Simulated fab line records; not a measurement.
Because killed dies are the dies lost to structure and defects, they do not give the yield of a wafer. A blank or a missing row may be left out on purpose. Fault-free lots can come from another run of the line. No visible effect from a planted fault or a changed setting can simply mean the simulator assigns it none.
Chamber matching -- flow nand-harc -- 3 sister chambers for NHARC_A_CHANNEL_HOLE_D1_DEP_01 on pecvd-03
The step deposits SiON, target thk 140 nm. 6 wafers are shown with their chamber, then 11 later ones without.

== WAFERS WITH THEIR CHAMBER ==
wafer,chamber,heater-power-w (W)
L076.2,0,607
L079.5,0,680
L085.6,2,779
L087.2,2,731
L087.4,1,850
L088.3,1,919

== WAFERS WITHOUT THEIR CHAMBER ==
wafer,heater-power-w (W)
L088.4,731
L088.6,599
L090.4,828
L090.5,595
L090.6,692
L095.1,614
L095.4,723
L095.5,620
L096.1,584
L096.5,829
L096.6,653

== WHICH CHAMBER EACH ONE RAN IN ==
wafer,from the rows above,in truth
L088.4,can't be placed: 2 or 0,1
L088.6,0,0
L090.4,can't be placed: 1 or 2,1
L090.5,0,0
L090.6,can't be placed: 0 or 2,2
L095.1,0,0
L095.4,can't be placed: 2 or 0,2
L095.5,0,0
L096.1,0,0
L096.5,can't be placed: 1 or 2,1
L096.6,0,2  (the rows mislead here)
5 of 11 placed correctly. Not placeable from these rows: 5 (in 4, the candidates include the true chamber). Placed wrongly: 1.
How it was worked out, from the rows above alone: a wafer's distance from a chamber is the root of the sum, over the readings, of the square of ((its reading less the chamber's mean) divided by the reading's scatter). If the next closest chamber is less than 2 further off than the closest, the wafer can't be placed; otherwise it belongs to the closest. A chamber's mean is the mean of its shown wafers. How the scatter is found: for the shown wafers, subtract from each reading the mean of its chamber, square and add these, divide the total by (wafers less chambers), then take the root.
